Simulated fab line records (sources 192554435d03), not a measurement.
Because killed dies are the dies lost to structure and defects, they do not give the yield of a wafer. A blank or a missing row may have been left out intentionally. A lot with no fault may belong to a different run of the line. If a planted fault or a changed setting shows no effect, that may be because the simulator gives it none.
fab line records	flow n5Finfet	part 1 of 2: steps 1 to 26 of 32
record: lots: 5	wafers: 15	lastDay: 20
route steps=1938 shown BEOL_M8@1391 BEOL_M9@1401
lots that met no fault: taken from a fault-free run of the same line
startH: hours from the record's opening day to when the first of the lot's shown wafers began	waitH: hours elapsed since this lot's preceding step	" repeats the value in the row above	L1.1+2: a row that stands for several wafers	- no value, or no start was given	* or withheld: withheld	< > ~ a bound
route shown NAME@n: a module of which the file shows steps, and the number in the route of the first	usual: mean/standard deviation of fault-free wafers	same: alike in all rows	chamber/n: place in a boat	sites: readings site by site	_std_site: how widely they spread, as a standard deviation	_edge_site: mean of outer sites minus mean of inner sites	radiusMm: how far each site lies from the wafer's centre	mask NAME#n: copy n	behind: the tool/chamber that last shaped the wafer	hold: why the lot was held/for how many hours/how that ended	device: transistor that didn't switch, given as n, p or np	end of line: the same wafers' tests at the end of the route	for a step that has no rows: nothing shown but its recipe	killed: at the first sort, the dies lost to defects and structure; wafer yield is something else	map: a wafer's dies, x killed, . not, _ none there
set.NAME: the run value of the setting; set.NAME@STEP: its run value at that earlier step	model.NAME: the simulator's own value behind a step, which no gauge read
lots seen at some steps along the route; tables by step, rows by wafer
services: from which hour (startH, from the record's first day; less than 0 if before it) a tool's chamber was out of use, for how many hours, and why
== steps ==
step: N5_BEOL_M8_CVD_78
recipe: material: Co	targetThkA: 20	tempC: withheld	precursor: CCTBA/H2	pressureTorr: 30	timeS: 142.3
lot.wafer	tool	chamber	startH	waitH
L075.1+4+5	cvdCo-02	0,0,2	242.52	0.0
L080.2+4+6	cvdCo-02	2,0,1	263.75	0.3
L086.1+5+6	cvdCo-01	1,2,1	326.85	0.1
L088.3+5+6	cvdCo-02	2,0,2	345.09	0.1
L096.1+4+5	cvdCo-01	1,1,0	400.01	0.3
step: N5_BEOL_M8_SPUTTER_48
recipe: material: Cu	targetThkA: 100	tempC: -20	biasV: 60	powerW: 26000	chamberPressurePa: 0.13	timeS: 1.667
usual: throttleValvePct: 29.8/1.2
lot.wafer	tool	chamber	startH	waitH	throttleValvePct
L075.1	pvdSputter-03	-	242.63	0.1	32.2
L075.4	"	-	"	"	31.2
L075.5	"	-	"	"	31.1
L080.2	pvdSputter-03	-	266.01	2.2	32.2
L080.4	"	-	"	"	29.5
L080.6	"	-	"	"	29.3
L086.1	pvdSputter-01	-	327.02	0.1	29.0
L086.5	"	-	"	"	28.4
L086.6	"	-	"	"	30.0
L088.3	pvdSputter-01	-	345.30	0.2	29.9
L088.5	"	-	"	"	30.1
L088.6	"	-	"	"	28.2
L096.1	pvdSputter-01	-	401.68	1.6	30.0
L096.4	"	-	"	"	30.6
L096.5	"	-	"	"	30.1
step: N5_BEOL_M8_ECD_50
recipe: material: Cu	targetThkA: 3000
lot.wafer	tool	chamber	startH	waitH
L075.1+4+5	ecdCu-02	0,0,1	242.76	0.1
L080.2+4+6	ecdCu-01	0,1,0	266.13	0.1
L086.1+5+6	ecdCu-01	0,1,0	327.14	0.1
L088.3+5+6	ecdCu-01	1,1,0	345.44	0.1
L096.1+4+5	ecdCu-01	1	401.79	0.1
step: N5_BEOL_M8_ANNEAL_51
recipe: tempC: 225	timeS: 90	ambient: N2
usual: wafer_temp_C_max: 226.1/0.33
lot.wafer	tool	chamber	startH	waitH	wafer_temp_C_max
L075.1	rtpAnneal-02	0	242.85	0.1	226.2
L075.4	"	0	"	"	226.6
L075.5	"	0	"	"	226.5
L080.2	rtpAnneal-01	0	266.33	0.2	226.1
L080.4	"	0	"	"	225.7
L080.6	"	0	"	"	225.9
L086.1	rtpAnneal-01	0	327.50	0.3	225.6
L086.5	"	0	"	"	225.8
L086.6	"	0	"	"	225.7
L088.3	rtpAnneal-01	0	345.60	0.1	225.7
L088.5	"	0	"	"	225.9
L088.6	"	0	"	"	225.4
L096.1	rtpAnneal-01	0	401.98	0.2	226.0
L096.4	"	0	"	"	226.2
L096.5	"	0	"	"	226.0
step: N5_BEOL_M8_CMP_52
recipe: stopOn: SiCOH_lowk	tOverpolishS: 6.9	downForcePsi: 1	platenRpm: 50	clearingPlatenDownForcePsi: 1.5	clearingPlatenRpm: 50	postCmpClean: cuAlkaline	targetThkNm: 80	clearingPlatenPadVelocityMS: 0.99484	padVelocityMS: 0.99484
usual: barrierFieldEndpointS: 28.9/0.66	motorCurrentA: 6.0/0.7	overpolishRunS: 6.902/0.0094	retainingRingPressureFrac: 1.000/0.0049	slurryFilterDpKPa: 13.49/0.14	timeToEndpointS: 63.0/2.9
lot.wafer	tool	chamber	startH	waitH	barrierFieldEndpointS	motorCurrentA	overpolishRunS	retainingRingPressureFrac	slurryFilterDpKPa	timeToEndpointS
L075.4	cmp-03	3	243.15	0.1	28.8	5.7	6.903	1.003	13.45	63.5
L075.1	"	1	"	"	28.9	5.7	6.905	0.994	13.42	64.1
L075.5	"	0	"	"	28.6	4.9	6.884	1.004	13.31	61.4
L080.2	cmp-03	3	266.81	0.4	28.5	5.6	6.902	1.004	13.47	63.3
L080.4	"	1	"	"	29.1	5.8	6.882	0.998	13.37	65.2
L080.6	"	0	"	"	29.0	4.6	6.919	1.001	13.18	67.8
L086.1	cmp-02	0	327.79	0.3	27.1	5.6	6.898	1.002	13.53	56.9
L086.6	"	0	"	"	28.3	5.5	6.891	1.007	13.49	63.4
L086.5	"	1	"	"	28.7	6.5	6.890	0.996	13.70	63.7
L088.3	cmp-03	1	345.84	0.2	29.0	5.6	6.886	0.995	13.48	63.6
L088.5	"	1	"	"	29.3	6.1	6.908	0.993	13.45	62.2
L088.6	"	2	"	"	29.6	7.1	6.911	0.993	13.60	61.8
L096.1	cmp-04	0	402.28	0.3	28.2	7.1	6.905	0.998	13.43	62.6
L096.4	"	1	"	"	28.3	4.9	6.904	0.999	13.33	62.2
L096.5	"	1	"	"	28.2	5.1	6.899	0.996	13.63	63.8
step: N5_BEOL_M8_THK_MEAS_53
recipe: thkMeasGauge: xrf	reads: Cu_of_BEOL_M8_ECD_50
usual: M8_THK: 78.8/1.4
lot.wafer	tool	chamber	startH	waitH	M8_THK[nm]
L075.1	filmMetro-01	-	243.44	-	79.0
L075.4	"	-	"	"	80.7
L075.5	"	-	"	"	80.7
L080.2	filmMetro-02	-	267.11	-	79.9
L080.4	"	-	"	"	77.7
L080.6	"	-	"	"	79.0
L086.1	filmMetro-01	-	328.09	-	78.2
L086.5	"	-	"	"	77.9
L086.6	"	-	"	"	76.9
L088.3	filmMetro-01	-	346.14	-	78.7
L088.5	"	-	"	"	76.7
L088.6	"	-	"	"	77.7
L096.1	filmMetro-01	-	402.57	-	78.6
L096.4	"	-	"	"	79.7
L096.5	"	-	"	"	77.2
step: N5_BEOL_M8_PRE_CLEAN_55
recipe: gas: NH3	timeS: 15	tempC: withheld	rfPowerW: 300
lot.wafer	tool	chamber	startH	waitH
L075.1+4+5	pecvd-02	0,2,1	243.48	0.0
L080.2+4+6	pecvd-03	1,0,2	267.14	0.0
L086.1+5+6	pecvd-03	2,1,0	328.12	0.0
L088.3+5+6	pecvd-01	0,2,1	346.18	0.0
L096.1+4+5	pecvd-01	2,1,0	402.61	0.0
step: N5_BEOL_M8_DEP_56
recipe: material: SiCN	targetThkA: 100	tempC: withheld	precursor: 3MS/NH3	pressureTorr: 3	rfW: 202	timeS: 17.5
usual: showerheadPlenumPTorr: 3.662/0.017	throttleValvePct: 9.1/0.46
lot.wafer	tool	chamber	startH	waitH	showerheadPlenumPTorr	throttleValvePct
L075.1	pecvd-02	0	243.51	0.0	3.635	9.7
L075.4	"	2	"	"	3.679	9.0
L075.5	"	1	"	"	3.684	9.9
L080.2	pecvd-03	1	267.17	0.0	3.646	9.2
L080.4	"	0	"	"	3.650	9.1
L080.6	"	2	"	"	3.653	9.0
L086.1	pecvd-03	2	328.15	0.0	3.650	9.0
L086.5	"	1	"	"	3.637	9.2
L086.6	"	0	"	"	3.654	8.9
L088.3	pecvd-01	0	346.20	0.0	3.668	8.9
L088.5	"	2	"	"	3.686	8.4
L088.6	"	1	"	"	3.689	10.2
L096.1	pecvd-01	2	402.64	0.0	3.672	8.6
L096.4	"	1	"	"	3.684	9.9
L096.5	"	0	"	"	3.682	8.7
step: N5_BEOL_M8_RS_MEAS_57
recipe: thkMeasGauge: four-point-probe	reads: Cu_of_BEOL_M8_ECD_50+Co_of_BEOL_M8_CVD_78+TaN_of_BEOL_M8_ALD_77
usual: M8_RS: 0.287/0.0066
lot.wafer	tool	chamber	startH	waitH	M8_RS[ohm/sq]
L075.1	filmMetro-02	-	243.58	0.1	0.285
L075.4	"	-	"	"	0.279
L075.5	"	-	"	"	0.278
L080.2	filmMetro-02	-	267.24	0.1	0.281
L080.4	"	-	"	"	0.291
L080.6	"	-	"	"	0.285
L086.1	filmMetro-02	-	328.22	0.1	0.290
L086.5	"	-	"	"	0.291
L086.6	"	-	"	"	0.294
L088.3	filmMetro-02	-	346.27	0.1	0.288
L088.5	"	-	"	"	0.297
L088.6	"	-	"	"	0.291
L096.1	filmMetro-02	-	402.71	0.1	0.288
L096.4	"	-	"	"	0.282
L096.5	"	-	"	"	0.291
step: N5_BEOL_M8_INSPECT_58
recipe: inspectInstrument: darkfield	mode: postDep
usual: rawDefectCount: 69/25
lot.wafer	tool	chamber	startH	waitH	rawDefectCount
L075.1	defectInspect-02	-	243.60	0.0	56
L075.4	"	-	"	"	51
L075.5	"	-	"	"	45
L080.2	defectInspect-02	-	267.26	0.0	60
L080.4	"	-	"	"	82
L080.6	"	-	"	"	83
L086.1	defectInspect-01	-	328.24	0.0	69
L086.5	"	-	"	"	71
L086.6	"	-	"	"	52
L088.3	defectInspect-02	-	346.30	0.0	77
L088.5	"	-	"	"	80
L088.6	"	-	"	"	54
L096.1	defectInspect-02	-	402.73	0.0	67
L096.4	"	-	"	"	59
L096.5	"	-	"	"	62
step: N5_BEOL_M9_ILD_DEP_00
recipe: material: SiCOH_lowk	targetThkA: 3085.1	tempC: 300	precursor: DEMS/porogen	pressureTorr: 5	rfW: 500	timeS: 58
usual: heaterPowerW: 317/46	showerheadPlenumPTorr: 5.747/0.017	throttleValvePct: 14.0/0.91
lot.wafer	tool	chamber	startH	waitH	heaterPowerW	showerheadPlenumPTorr	throttleValvePct
L075.1	pecvd-01	2	243.64	0.0	308	5.744	12.8
L075.4	"	1	"	"	390	5.758	15.4
L075.5	"	2	"	"	312	5.748	12.9
L080.2	pecvd-01	2	267.30	0.0	310	5.750	12.6
L080.4	"	0	"	"	274	5.750	13.2
L080.6	"	2	"	"	312	5.763	13.0
L086.1	pecvd-02	2	328.28	0.0	373	5.764	13.4
L086.5	"	1	"	"	292	5.761	14.9
L086.6	"	2	"	"	373	5.761	13.3
L088.3	pecvd-02	0	346.33	0.0	321	5.720	14.7
L088.5	"	2	"	"	378	5.751	13.4
L088.6	"	0	"	"	257	5.725	14.8
L096.1	pecvd-02	2	402.77	0.0	359	5.762	13.7
L096.4	"	2	"	"	372	5.748	13.5
L096.5	"	0	"	"	316	5.706	14.4
step: N5_BEOL_M9_CURE_71
recipe: tempC: 385	timeS: 240	ambient: He/Ar	material: SiCOH_lowk
usual: lampPowerPct: 52.33/0.056	wafer_temp_C_max: 386.9/0.72
lot.wafer	tool	chamber	startH	waitH	lampPowerPct	wafer_temp_C_max
L075.1	uvCure-03	2	243.72	0.0	52.35	387.2
L075.4	"	2	"	"	52.29	387.7
L075.5	"	2	"	"	52.22	387.1
L080.2	uvCure-03	2	267.46	0.1	52.29	387.2
L080.4	"	2	"	"	52.32	388.2
L080.6	"	2	"	"	52.31	388.2
L086.1	uvCure-01	0	328.36	0.0	52.32	387.0
L086.5	"	0	"	"	52.31	388.9
L086.6	"	0	"	"	52.24	387.2
L088.3	uvCure-02	0	346.57	0.2	52.33	386.5
L088.5	"	0	"	"	52.31	386.2
L088.6	"	0	"	"	52.38	386.5
L096.1	uvCure-02	1	402.87	0.1	52.43	387.5
L096.4	"	1	"	"	52.33	387.1
L096.5	"	1	"	"	52.30	387.7
step: N5_BEOL_M9_THK_MEAS_01
recipe: reads: SiCOH_lowk_of_BEOL_M9_ILD_DEP_00
usual: M9_ILD_THK: 268/3
lot.wafer	tool	chamber	startH	waitH	M9_ILD_THK[nm]
L075.1	filmMetro-01	-	244.23	0.4	263
L075.4	"	-	"	"	267
L075.5	"	-	"	"	269
L080.2	filmMetro-01	-	267.89	0.4	267
L080.4	"	-	"	"	271
L080.6	"	-	"	"	270
L086.1	filmMetro-02	-	328.87	0.4	266
L086.5	"	-	"	"	272
L086.6	"	-	"	"	268
L088.3	filmMetro-01	-	346.92	0.3	265
L088.5	"	-	"	"	267
L088.6	"	-	"	"	270
L096.1	filmMetro-01	-	403.39	0.4	265
L096.4	"	-	"	"	266
L096.5	"	-	"	"	267
step: N5_BEOL_M9_PECVD_70
recipe: material: SiO2	targetThkA: 200	tempC: 400	precursor: TEOS/O2	pressureTorr: 5.5	rfW: 450	teosFlowSccm: 53.8	gas: O2	flowSccm: 3000	timeS: 22.7
usual: heaterPowerW: 719/82	showerheadPlenumPTorr: 8.81/0.058	throttleValvePct: 22.6/1.5
lot.wafer	tool	chamber	startH	waitH	heaterPowerW	showerheadPlenumPTorr	throttleValvePct
L075.1	pecvd-04	0	244.27	0.0	611	8.82	24.6
L075.4	"	1	"	"	683	8.80	21.5
L075.5	"	2	"	"	574	8.74	21.3
L080.2	pecvd-01	0	267.93	0.0	749	8.84	21.4
L080.4	"	1	"	"	876	8.87	24.9
L080.6	"	0	"	"	741	8.83	21.4
L086.1	pecvd-04	0	328.91	0.0	699	8.81	24.9
L086.5	"	2	"	"	672	8.76	21.6
L086.6	"	1	"	"	681	8.78	21.9
L088.3	pecvd-04	0	346.96	0.0	704	8.80	25.0
L088.5	"	2	"	"	575	8.73	21.6
L088.6	"	0	"	"	719	8.83	25.1
L096.1	pecvd-02	2	403.42	0.0	811	8.82	21.7
L096.4	"	2	"	"	800	8.84	21.9
L096.5	"	2	"	"	784	8.83	21.9
step: N5_BEOL_M9_HM_DEP_02
recipe: material: TiN	targetThkA: 200	tempC: 25	chamberPressurePa: 0.49996
usual: throttleValvePct: 30.1/1.2
lot.wafer	tool	chamber	startH	waitH	throttleValvePct
L075.1	pvdSputter-03	-	244.51	0.2	29.0
L075.4	"	-	"	"	31.3
L075.5	"	-	"	"	29.1
L080.2	pvdSputter-03	-	268.23	0.3	29.2
L080.4	"	-	"	"	32.1
L080.6	"	-	"	"	29.0
L086.1	pvdSputter-03	-	330.88	2.0	30.9
L086.5	"	-	"	"	29.2
L086.6	"	-	"	"	29.2
L088.3	pvdSputter-02	-	347.58	0.6	28.5
L088.5	"	-	"	"	30.2
L088.6	"	-	"	"	31.2
L096.1	pvdSputter-03	-	403.73	0.3	28.9
L096.4	"	-	"	"	31.1
L096.5	"	-	"	"	31.2
step: N5_BEOL_M9_COAT_59
recipe: resist: SOC	tempC: 250	timeS: 60	spinRpm: 1500	resistThkNm: 100
usual: heaterPowerTotalW: 500.3/1.9
lot.wafer	tool	chamber	startH	waitH	heaterPowerTotalW
L075.1	lithoTrack-01	0	244.65	0.1	501.4
L075.4	"	0	"	"	497.9
L075.5	"	0	"	"	497.5
L080.2	lithoTrack-02	0	268.35	0.1	500.0
L080.4	"	0	"	"	499.5
L080.6	"	0	"	"	497.5
L086.1	lithoTrack-03	0	331.00	0.1	501.8
L086.5	"	0	"	"	500.6
L086.6	"	0	"	"	498.0
L088.3	lithoTrack-03	0	347.71	0.1	503.0
L088.5	"	0	"	"	499.8
L088.6	"	0	"	"	497.9
L096.1	lithoTrack-02	0	403.86	0.1	502.0
L096.4	"	0	"	"	502.3
L096.5	"	0	"	"	497.7
step: N5_BEOL_M9_COAT_60
recipe: resist: SiARC	tempC: 220	timeS: 60	spinRpm: 1500	resistThkNm: 30
usual: heaterPowerTotalW: 427.5/2.1
lot.wafer	tool	chamber	startH	waitH	heaterPowerTotalW
L075.1	lithoTrack-01	0	-	-	429.9
L075.4	"	0	"	"	424.6
L075.5	"	0	"	"	430.5
L080.2	lithoTrack-02	0	-	-	428.0
L080.4	"	0	"	"	430.5
L080.6	"	0	"	"	430.2
L086.1	lithoTrack-03	0	-	-	430.5
L086.5	"	0	"	"	428.0
L086.6	"	0	"	"	429.3
L088.3	lithoTrack-03	0	-	-	424.7
L088.5	"	0	"	"	430.2
L088.6	"	0	"	"	426.8
L096.1	lithoTrack-02	0	-	-	429.9
L096.4	"	0	"	"	424.2
L096.5	"	0	"	"	428.8
step: N5_BEOL_M9_COAT_05
recipe: resist: CAR-ArF	spinRpm: 1500	resistThkNm: 90
lot.wafer	tool	chamber	startH	waitH
L075.1+4+5	lithoTrack-01	0	-	-
L080.2+4+6	lithoTrack-02	0	-	-
L086.1+5+6	lithoTrack-03	0	-	-
L088.3+5+6	lithoTrack-03	0	-	-
L096.1+4+5	lithoTrack-02	0	-	-
step: N5_BEOL_M9_EBR_07
recipe: solvent: PGMEA	ebrWidthMm: 1.5
lot.wafer	tool	chamber	startH	waitH
L075.1+4+5	lithoTrack-01	0	-	-
L080.2+4+6	lithoTrack-02	0	-	-
L086.1+5+6	lithoTrack-03	0	-	-
L088.3+5+6	lithoTrack-03	0	-	-
L096.1+4+5	lithoTrack-02	0	-	-
step: N5_BEOL_M9_SOFTBAKE_06
recipe: tempC: 110	timeS: 60	resist: CAR-ArF
usual: heaterPowerTotalW: 175.3/1.6
lot.wafer	tool	chamber	startH	waitH	heaterPowerTotalW
L075.1	lithoTrack-01	0	-	-	173.2
L075.4	"	0	"	"	177.0
L075.5	"	0	"	"	176.4
L080.2	lithoTrack-02	0	-	-	176.8
L080.4	"	0	"	"	173.0
L080.6	"	0	"	"	173.3
L086.1	lithoTrack-03	0	-	-	176.1
L086.5	"	0	"	"	174.1
L086.6	"	0	"	"	177.5
L088.3	lithoTrack-03	0	-	-	177.6
L088.5	"	0	"	"	175.4
L088.6	"	0	"	"	177.3
L096.1	lithoTrack-02	0	-	-	175.2
L096.4	"	0	"	"	174.3
L096.5	"	0	"	"	175.9
step: N5_BEOL_M9_EXPOSE_08
recipe: maskId: M9	na: 1.35	sourceShape: dipole	sigmaInner: 0.411	sigmaOuter: 0.611	polarization: te	doseMj: 53.75
usual: stageVelMmS: 500.02/0.27
lot.wafer	tool	chamber	startH	waitH	mask	stageVelMmS
L075.1	arfiScanner-03	0	244.89	-	M9#0	499.99
L075.4	"	0	"	"	M9#0	500.20
L075.5	"	0	"	"	M9#0	500.28
L080.2	arfiScanner-01	0	268.60	-	M9#0	499.92
L080.4	"	0	"	"	M9#0	500.05
L080.6	"	0	"	"	M9#0	500.13
L086.1	arfiScanner-02	0	331.12	-	M9#0	500.11
L086.5	"	0	"	"	M9#0	499.78
L086.6	"	0	"	"	M9#0	499.97
L088.3	arfiScanner-02	0	347.96	-	M9#0	499.76
L088.5	"	0	"	"	M9#0	499.99
L088.6	"	0	"	"	M9#0	499.98
L096.1	arfiScanner-02	0	404.10	-	M9#0	499.60
L096.4	"	0	"	"	M9#0	499.58
L096.5	"	0	"	"	M9#0	500.14
step: N5_BEOL_M9_PEB_09
recipe: pebTempC: withheld	pebTimeS: 60	resist: CAR-ArF
lot.wafer	tool	chamber	startH	waitH
L075.1+4+5	lithoTrack-02	0	244.95	0.1
L080.2+4+6	lithoTrack-03	0	268.66	0.0
L086.1+5+6	lithoTrack-03	0	331.18	0.1
L088.3+5+6	lithoTrack-01	0	348.01	0.0
L096.1+4+5	lithoTrack-03	0	404.16	0.1
step: N5_BEOL_M9_DEVELOP_10
recipe: developTimeS: 30	developer: TMAH	resist: CAR-ArF	rinseLiquid: diw	dry: airSpin	devTempC: 23
lot.wafer	tool	chamber	startH	waitH
L075.1+4+5	lithoTrack-02	0	-	-
L080.2+4+6	lithoTrack-03	0	-	-
L086.1+5+6	lithoTrack-03	0	-	-
L088.3+5+6	lithoTrack-01	0	-	-
L096.1+4+5	lithoTrack-03	0	-	-
step: N5_BEOL_M9_CD_MEAS_11
recipe: targetCdNm: 64.1	landingEnergyEv: 500	detector: seInlens	polarity: opening
usual: cdNm: 64.1/0.42
same: landingEnergyEv: 500
lot.wafer	tool	chamber	startH	waitH	cdNm
L075.1	cdSem-02	0	245.02	-	64.0
L075.4	"	0	"	"	63.9
L075.5	"	0	"	"	64.2
L080.2	cdSem-01	0	268.73	-	64.4
L080.4	"	0	"	"	64.3
L080.6	"	0	"	"	64.0
L086.1	cdSem-03	0	331.25	-	63.8
L086.5	"	0	"	"	64.6
L086.6	"	0	"	"	64.6
L088.3	cdSem-03	0	348.08	-	64.4
L088.5	"	0	"	"	63.8
L088.6	"	0	"	"	64.4
L096.1	cdSem-03	0	404.23	-	64.7
L096.4	"	0	"	"	63.7
L096.5	"	0	"	"	63.8
step: N5_BEOL_M9_OVL_MEAS_12
recipe: pointsPerWafer: 44
usual: M9_OVL: -0.3/0.7
lot.wafer	tool	chamber	startH	waitH	M9_OVL[nm]
L075.1	overlay-02	0	245.05	0.0	0.4
L075.4	"	0	"	"	0.2
L075.5	"	0	"	"	-0.4
L080.2	overlay-02	0	268.75	0.0	-0.8
L080.4	"	0	"	"	-0.5
L080.6	"	0	"	"	-1.0
L086.1	overlay-02	0	331.28	0.0	-0.9
L086.5	"	0	"	"	-1.2
L086.6	"	0	"	"	-0.9
L088.3	overlay-02	0	348.11	0.0	-0.4
L088.5	"	0	"	"	-0.1
L088.6	"	0	"	"	-0.3
L096.1	overlay-02	0	404.26	0.0	0.8
L096.4	"	0	"	"	0.6
L096.5	"	0	"	"	0.7
step: N5_BEOL_M9_INSPECT_13
recipe: mode: adi	inspectInstrument: brightfield
usual: rawDefectCount: 414/100
lot.wafer	tool	chamber	startH	waitH	rawDefectCount
L075.1	defectInspect-02	-	245.07	0.0	308
L075.4	"	-	"	"	270
L075.5	"	-	"	"	272
L080.2	defectInspect-01	-	268.78	0.0	416
L080.4	"	-	"	"	518
L080.6	"	-	"	"	543
L086.1	defectInspect-01	-	331.30	0.0	502
L086.5	"	-	"	"	665
L086.6	"	-	"	"	379
L088.3	defectInspect-01	-	348.13	0.0	515
L088.5	"	-	"	"	425
L088.6	"	-	"	"	386
L096.1	defectInspect-01	-	404.28	0.0	540
L096.4	"	-	"	"	501
L096.5	"	-	"	"	458
